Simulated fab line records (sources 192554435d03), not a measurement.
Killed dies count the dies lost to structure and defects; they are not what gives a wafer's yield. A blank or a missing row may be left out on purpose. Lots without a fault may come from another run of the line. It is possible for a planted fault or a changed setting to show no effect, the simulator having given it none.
fab line records	flow n5_finfet
[record] lots = 6	wafers = 18	last_day = 15
route steps=1938 shown BEOL_M2@914 BEOL_M4@1111 PASSIVATION@1936
lots untouched by any fault: they come from a run of this same line in which no faults occurred
start_h: hours from the record's opening day to when the first of the lot's shown wafers began	wait_h: how many hours have passed since the lot's step before this one	" repeats the value in the row above	L1.1+2: one row covering several wafers at once	- either no value or no given start	* or withheld: withheld	< > ~ a bound
route shown NAME@n: names a module that has steps shown in the file, with the first one's number in the route	usual: mean/standard deviation taken from wafers without a fault	same: alike in all rows	chamber/n: place in a boat	sites: each site's reading	_std_site: how widely they spread, as a standard deviation	_edge_site: outer sites' mean less inner sites'	radius_mm: how far each site lies from the wafer's centre	mask NAME#n: copy n	behind: the tool/chamber that last shaped the wafer	hold: why the lot was held/for how many hours/how that ended	device: which transistor (n, p or np) failed to switch	end of line: the same wafers' tests at the end of the route	a step given without rows: its recipe and nothing more	killed: dies that structure and defects cost at the first sort, which is not the same as the wafer's yield	map: per-die view of a wafer (x killed, . not killed, _ where there is no die)
set.NAME: setting as actually run; set.NAME@STEP: the setting as run at that earlier step	model.NAME: the simulator's own value behind a step, which no gauge read
a table for each step, a row for each wafer; lots at some steps of the route
services: a tool's chamber out of use, with start hour (start_h, from the record's first day; less than 0 if before it), hours out, and reason
[[steps]]
[step N5_BEOL_M2_SPUTTER_90]
[recipe] material = Cu	target_thk_a = 45	temp_c = -20	chamber_pressure_pa = 0.07	power_w = withheld	time_s = 8.29
[step N5_BEOL_M2_ANNEAL_91]
[recipe] temp_c = 400	time_s = 240	ambient = vacuum
[usual] heater_power_w = 841/85
lot.wafer	tool	chamber	start_h	wait_h	heater_power_w
L972.2	pvd_sputter-03	-	153.68	0.0	1001
L972.3	"	-	"	"	810
L972.5	"	-	"	"	868
L973.2	pvd_sputter-02	-	157.15	0.0	784
L973.4	"	-	"	"	851
L973.5	"	-	"	"	799
L978.3	pvd_sputter-01	-	211.58	0.0	856
L978.5	"	-	"	"	738
L978.6	"	-	"	"	902
L983.3	pvd_sputter-02	-	222.38	0.0	775
L983.4	"	-	"	"	879
L983.6	"	-	"	"	881
L982.1	pvd_sputter-01	-	224.02	0.0	899
L982.3	"	-	"	"	828
L982.5	"	-	"	"	849
L984.2	pvd_sputter-01	-	231.23	0.0	731
L984.3	"	-	"	"	909
L984.4	"	-	"	"	715
[step N5_BEOL_M2_SPUTTER_92]
[recipe] material = Cu	target_thk_a = 45	temp_c = -20	chamber_pressure_pa = 0.07	power_w = withheld	time_s = 8.29
[usual] chuck_gas_flow_sccm = 1.27/0.053	throttle_valve_pct = 30.3/1.3
lot.wafer	tool	chamber	start_h	wait_h	chuck_gas_flow_sccm	throttle_valve_pct
L972.2	pvd_sputter-03	-	153.82	0.1	1.30	32.3
L972.3	"	-	"	"	1.22	30.2
L972.5	"	-	"	"	1.21	29.6
L973.2	pvd_sputter-02	-	157.29	0.1	1.22	31.0
L973.4	"	-	"	"	1.33	28.2
L973.5	"	-	"	"	1.28	31.5
L978.3	pvd_sputter-01	-	211.72	0.1	1.29	31.4
L978.5	"	-	"	"	1.18	29.0
L978.6	"	-	"	"	1.33	30.1
L983.3	pvd_sputter-02	-	222.52	0.1	1.31	31.3
L983.4	"	-	"	"	1.28	30.1
L983.6	"	-	"	"	1.33	29.8
L982.1	pvd_sputter-01	-	224.16	0.1	1.27	29.9
L982.3	"	-	"	"	1.32	31.3
L982.5	"	-	"	"	1.33	31.1
L984.2	pvd_sputter-01	-	231.37	0.1	1.30	29.0
L984.3	"	-	"	"	1.34	30.0
L984.4	"	-	"	"	1.26	31.3
[step N5_BEOL_M2_ANNEAL_93]
[recipe] temp_c = 400	time_s = 240	ambient = vacuum
[usual] heater_power_w = 844/83
lot.wafer	tool	chamber	start_h	wait_h	heater_power_w
L972.2	pvd_sputter-03	-	153.90	0.0	1019
L972.3	"	-	"	"	826
L972.5	"	-	"	"	870
L973.2	pvd_sputter-02	-	157.37	0.0	787
L973.4	"	-	"	"	851
L973.5	"	-	"	"	771
L978.3	pvd_sputter-01	-	211.80	0.0	846
L978.5	"	-	"	"	746
L978.6	"	-	"	"	905
L983.3	pvd_sputter-02	-	222.60	0.0	768
L983.4	"	-	"	"	931
L983.6	"	-	"	"	910
L982.1	pvd_sputter-01	-	224.24	0.0	905
L982.3	"	-	"	"	823
L982.5	"	-	"	"	845
L984.2	pvd_sputter-01	-	231.45	0.0	751
L984.3	"	-	"	"	903
L984.4	"	-	"	"	717
[step N5_BEOL_M2_SPUTTER_94]
[recipe] material = Cu	target_thk_a = 45	temp_c = -20	chamber_pressure_pa = 0.07	power_w = withheld	time_s = 8.29
[step N5_BEOL_M2_ANNEAL_95]
[recipe] temp_c = 400	time_s = 240	ambient = vacuum
[usual] heater_power_w = 841/84
lot.wafer	tool	chamber	start_h	wait_h	heater_power_w
L972.2	pvd_sputter-03	-	154.12	0.0	1013
L972.3	"	-	"	"	821
L972.5	"	-	"	"	889
L973.2	pvd_sputter-02	-	157.59	0.0	770
L973.4	"	-	"	"	816
L973.5	"	-	"	"	787
L978.3	pvd_sputter-01	-	212.02	0.0	834
L978.5	"	-	"	"	741
L978.6	"	-	"	"	925
L983.3	pvd_sputter-02	-	222.82	0.0	770
L983.4	"	-	"	"	900
L983.6	"	-	"	"	891
L982.1	pvd_sputter-01	-	224.46	0.0	902
L982.3	"	-	"	"	855
L982.5	"	-	"	"	836
L984.2	pvd_sputter-01	-	231.67	0.0	745
L984.3	"	-	"	"	934
L984.4	"	-	"	"	724
[step N5_BEOL_M2_SPUTTER_96]
[recipe] material = Cu	target_thk_a = 45	temp_c = -20	chamber_pressure_pa = 0.07	power_w = withheld	time_s = 8.29
[step N5_BEOL_M2_ECD_50]
[recipe] material = Cu	target_thk_a = 3000
[step N5_BEOL_M2_ANNEAL_51]
[recipe] temp_c = 225	time_s = 90	ambient = N2
[step N5_BEOL_M2_CMP_52]
[recipe] stop_on = SiOC	t_overpolish_s = 6.8	down_force_psi = 1	platen_rpm = 50	clearing_platen_down_force_psi = 1.5	clearing_platen_rpm = 50	post_cmp_clean = cu_alkaline	target_thk_nm = 40	clearing_platen_pad_velocity_m_s = 0.99484	pad_velocity_m_s = 0.99484
[usual] barrier_field_endpoint_s = 24.7/0.74	motor_current_A = 5.9/0.5	overpolish_run_s = 6.799/0.0092	time_to_endpoint_s = 63/3.3
lot.wafer	tool	chamber	start_h	wait_h	barrier_field_endpoint_s	motor_current_A	overpolish_run_s	time_to_endpoint_s
L972.2	cmp-03	3	154.75	0.2	25.2	5.9	6.789	68
L972.3	"	0	"	"	25.5	5.3	6.790	66
L972.5	"	3	"	"	25.8	5.7	6.783	68
L973.2	cmp-03	0	158.53	0.4	24.5	5.4	6.804	65
L973.4	"	1	"	"	23.8	6.4	6.795	60
L973.5	"	0	"	"	24.9	5.3	6.806	66
L978.3	cmp-03	3	212.83	0.2	26.0	6.3	6.799	65
L978.5	"	1	"	"	24.9	6.6	6.808	62
L978.6	"	2	"	"	25.7	6.5	6.787	67
L983.3	cmp-02	0	223.47	0.2	23.9	5.5	6.800	61
L983.4	"	2	"	"	25.6	6.2	6.812	66
L983.6	"	0	"	"	24.4	5.5	6.803	59
L982.1	cmp-02	1	225.23	0.3	24.9	5.3	6.812	67
L982.3	"	2	"	"	24.1	5.9	6.788	63
L982.5	"	0	"	"	24.9	5.2	6.807	59
L984.2	cmp-02	0	232.41	0.2	23.1	5.1	6.808	57
L984.4	"	2	"	"	24.2	5.8	6.794	61
L984.3	"	3	"	"	23.9	6.7	6.812	62
[step N5_BEOL_M2_THK_MEAS_53]
[recipe] thk_meas_gauge = xrf	reads = Cu_of_BEOL_M2_ECD_50
[usual] M2_THK = 40.9/1.4
lot.wafer	tool	chamber	start_h	wait_h	M2_THK[nm]
L972.2	film_metro-02	-	155.05	-	39.5
L972.3	"	-	"	"	42.3
L972.5	"	-	"	"	39.7
L973.2	film_metro-02	-	158.79	-	41.1
L973.4	"	-	"	"	40.0
L973.5	"	-	"	"	41.4
L978.3	film_metro-02	-	213.05	-	40.6
L978.5	"	-	"	"	39.3
L978.6	"	-	"	"	40.8
L983.3	film_metro-02	-	223.76	-	40.3
L983.4	"	-	"	"	39.8
L983.6	"	-	"	"	41.0
L982.1	film_metro-01	-	225.45	-	40.5
L982.3	"	-	"	"	40.7
L982.5	"	-	"	"	39.9
L984.2	film_metro-01	-	232.70	-	39.8
L984.3	"	-	"	"	42.3
L984.4	"	-	"	"	44.0
[step N5_BEOL_M2_PRE_CLEAN_60]
[recipe] gas = NH3/H2	time_s = 15	temp_c = *	rf_power_w = 300
[step N5_BEOL_M2_CO_CAP_55]
[recipe] material = Co	target_thk_a = 20	temp_c = 200	precursor = CCTBA/H2	pressure_torr = 30	time_s = 102.1
[usual] heater_power_w = 251/43	run_length_s = 125.0/0.65
lot.wafer	tool	chamber	start_h	wait_h	heater_power_w	run_length_s	model.Co_of_BEOL_M2_CO_CAP_55.thk_nm
L972.2	cvd_co-01	0	155.12	0.0	295	124.1	2
L972.3	"	1	"	"	281	125.0	2
L972.5	"	1	"	"	289	125.5	2
L973.2	cvd_co-02	2	158.86	0.0	230	125.0	2.2
L973.4	"	0	"	"	296	124.6	2
L973.5	"	1	"	"	196	124.5	2
L978.3	cvd_co-02	2	213.13	0.0	238	125.8	2
L978.5	"	1	"	"	205	123.8	1.8
L978.6	"	0	"	"	294	124.6	1.8
L983.3	cvd_co-01	0	223.84	0.0	299	214.5	3.8
L983.4	"	0	"	"	291	214.7	3.6
L983.6	"	2	"	"	198	216.1	3.8
L982.1	cvd_co-02	2	225.61	0.0	233	125.2	2
L982.3	"	1	"	"	204	124.2	2
L982.5	"	0	"	"	292	124.8	2
L984.2	cvd_co-01	1	232.90	0.0	284	126.0	2
L984.3	"	2	"	"	194	216.3	3.6
L984.4	"	0	"	"	292	215.1	3.6
[step N5_BEOL_M2_PRE_CLEAN_56]
[recipe] gas = NH3	time_s = 15	temp_c = withheld	rf_power_w = 300
[step N5_BEOL_M4_RC_MEAS_101]
[usual] DIBL_N = 36.2/1.7	DIBL_P = 36.2/2.2	IOFF_N = 0.16/0.035	IOFF_P = 0.21/0.042	ION_N = 673/13	ION_P = 462/7.9	SS_N = 71.4/0.59	SS_P = 73.2/0.7	VT_N = 250/3.6	VT_P = -251/3.5
lot.wafer	tool	chamber	start_h	wait_h	DIBL_N[mV/V]	DIBL_P[mV/V]	IOFF_N[nA/um]	IOFF_P[nA/um]	ION_N[uA/um]	ION_P[uA/um]	SS_N[mV/dec]	SS_P[mV/dec]	VT_N[mV]	VT_P[mV]
L972.2	prober-02	0	175.38	0.2	35.7	38.2	0.20	0.28	691	470	71.4	74.0	244	-242
L972.3	"	0	"	"	35.8	37.6	0.19	0.26	680	466	71.3	73.5	248	-243
L972.5	"	0	"	"	36.6	38.1	0.21	0.26	701	472	72.2	74.1	245	-246
L973.2	prober-02	0	178.33	0.2	35.6	35.1	0.16	0.21	672	465	70.8	73.2	249	-251
L973.4	"	0	"	"	33.1	32.7	0.11	0.16	654	456	70.4	72.1	255	-253
L973.5	"	0	"	"	35.7	36.2	0.16	0.23	674	462	71.2	73.7	247	-248
L978.3	prober-01	0	233.78	0.3	36.2	37.8	0.16	0.23	667	467	71.5	73.9	251	-248
L978.5	"	0	"	"	37.1	37.8	0.16	0.23	673	463	71.8	73.4	247	-247
L978.6	"	0	"	"	36.7	36.5	0.15	0.21	663	459	71.7	73.4	252	-252
L983.3	prober-01	0	245.22	0.3	35.2	36.0	0.14	0.21	666	472	71.5	72.7	253	-250
L983.4	"	0	"	"	35.0	37.0	0.14	0.23	663	470	71.2	73.3	250	-245
L983.6	"	0	"	"	36.5	37.8	0.15	0.24	677	471	71.5	73.4	250	-246
L982.1	prober-02	0	247.81	0.0	35.6	34.2	0.13	0.17	675	455	71.1	72.4	252	-256
L982.3	"	0	"	"	33.0	31.8	0.10	0.14	662	457	69.9	72.5	256	-256
L982.5	"	0	"	"	34.5	32.8	0.12	0.15	661	453	70.9	72.1	255	-257
L984.2	prober-02	0	251.06	0.2	37.3	37.9	0.20	0.26	697	474	72.0	73.6	247	-246
L984.3	"	0	"	"	36.7	37.5	0.18	0.25	681	470	71.7	74.1	248	-248
L984.4	"	0	"	"	35.9	34.7	0.16	0.20	682	472	72.6	72.5	252	-252
[step N5_PASSIVATION_PROBE_49]
[usual] defect_limited_yield = 91.4/1.4	killed_at_M0_to_M3 = 31/10	killed_at_M4_up = 14/5.6	killed_at_contacts = 13/6.3	killed_at_front_end = 39/10	killed_at_other = 4/3.1	killed_dies = 101/16	killed_open = 65/13	killed_short = 34/7.2	sort_bin_5_function = 5.1/0.88	sort_bin_6_memory = 3.2/0.66	sort_n_pass = 1079/16	sort_yield_pct = 91.4/1.4
[same] gross_dies = 1180	killed_at_back_side = 0	sort_bin_4_leakage[%] = 0	sort_bin_8_speed[%] = 0
lot.wafer	tool	chamber	start_h	wait_h	defect_limited_yield[%]	killed_at_M0_to_M3	killed_at_M4_up	killed_at_contacts	killed_at_front_end	killed_at_other	killed_dies	killed_open	killed_short	sort_bin_5_function[%]	sort_bin_6_memory[%]	sort_n_pass	sort_yield_pct[%]
L972.2	prober-01	-	284.90	0.1	91.1	20	21	19	45	0	105	73	31	5.9	2.8	1075	91.1
L972.3	prober-01	-	284.95	0.1	88.4	35	16	12	62	12	137	89	47	6.9	4.3	1043	88.4
L972.5	prober-01	-	285.05	0.2	92.2	15	15	11	46	5	92	59	32	4.1	3.3	1088	92.2
L983.3	prober-02	-	351.11	0.1	92.1	20	14	15	43	1	93	60	32	4.7	2.7	1087	92.1
L983.4	prober-02	-	351.16	0.2	91.4	26	17	9	48	2	102	62	33	5.0	3.1	1078	91.4
L983.6	prober-02	-	351.26	0.3	91.9	29	20	13	26	8	96	71	24	5.0	3.1	1084	91.9
// killed by level:class
L972.2 MOL_CONTACT_COAG:geometric_particle:open=16 FIN_SAQP:geometric_particle:open=11 BEOL_M4:geometric_particle:open=10 STI_FIN_REVEAL:geometric_particle:open=8 BEOL_M5:geometric_particle:open=6 FIN_SAQP:geometric_particle:short=5 STARTING-WAFER:geometric_particle:open=5 STI_FIN_REVEAL:geometric_particle:short=4
L972.3 FIN_SAQP:geometric_particle:open=26 FIN_SAQP:geometric_particle:short=10 MOL_CONTACT_COAG:geometric_particle:open=8 BEOL_M0_SAQP:geometric_particle:open=7 STI_FIN_REVEAL:geometric_particle:open=6 BEOL_M0_SAQP:geometric_particle:short=6 ILD0:geometric_particle:open=5 BEOL_M2:geometric_particle:open=5
L972.5 FIN_SAQP:geometric_particle:open=14 MOL_CONTACT_COAG:geometric_particle:open=8 FIN_SAQP:geometric_particle:short=6 ILD0:geometric_particle:short=6 ILD0:geometric_particle:open=5 BEOL_M8:geometric_particle:open=4 STI_FIN_REVEAL:geometric_particle:open=4 BEOL_M0_SAQP:geometric_particle:open=4
L983.3 MOL_CONTACT_COAG:geometric_particle:open=12 FIN_SAQP:geometric_particle:short=11 BEOL_M1:geometric_particle:open=7 STI_FIN_REVEAL:geometric_particle:open=6 BEOL_M4:geometric_particle:open=6 STARTING-WAFER:geometric_particle:open=6 STARTING-WAFER:geometric_particle:short=5 FIN_SAQP:geometric_particle:open=4
L983.4 FIN_SAQP:geometric_particle:short=15 FIN_SAQP:geometric_particle:open=9 MOL_CONTACT_COAG:geometric_particle:open=7 GATE_CUT:geometric_particle:open=6 GATE_CUT:geometric_particle:short=6 BEOL_M3:geometric_particle:open=6 BEOL_M1:geometric_particle:open=4 BEOL_M2:geometric_particle:open=4
L983.6 MOL_CONTACT_COAG:geometric_particle:open=12 STI_FIN_REVEAL:geometric_particle:open=11 BEOL_M0_SAQP:geometric_particle:short=10 BEOL_M2:geometric_particle:open=9 BEOL_M0_SAQP:geometric_particle:open=7 BEOL_M4:geometric_particle:open=7 BEOL_M5:geometric_particle:open=6 FIN_SAQP:geometric_particle:short=4
[[services]]
tool	chamber	start_h	hours	kind
cmp-03	-	134.93	0.7	repair
cvd_co-02	2	166.16	9.0	repair
cmp-03	-	218.25	0.6	repair
[[key]]
[first_sign] step = N5_BEOL_M2_CO_CAP_55	reading = run_length_s	direction = up	sigmas = 99+	usual = *	struck = *
effect none on later readings
[model_effect] step = N5_BEOL_M2_CO_CAP_55	value = Co_of_BEOL_M2_CO_CAP_55.thk_nm	without = 1.96	struck = 3.68
met_at N5_BEOL_M2_CO_CAP_55
struck_wafers L983.3,L983.4,L983.6,L984.3,L984.4
onset_between 155.12 223.84
[fault] kind = process_parameter_drift	tool = cvd_co-01	chamber = -	onset_h = 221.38	steps = N5_BEOL_M2_CO_CAP_55	channel = time_s	offset = *	shape = step	end_h = 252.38	scope = struck_wafers_only	acts_in = *	stated = *
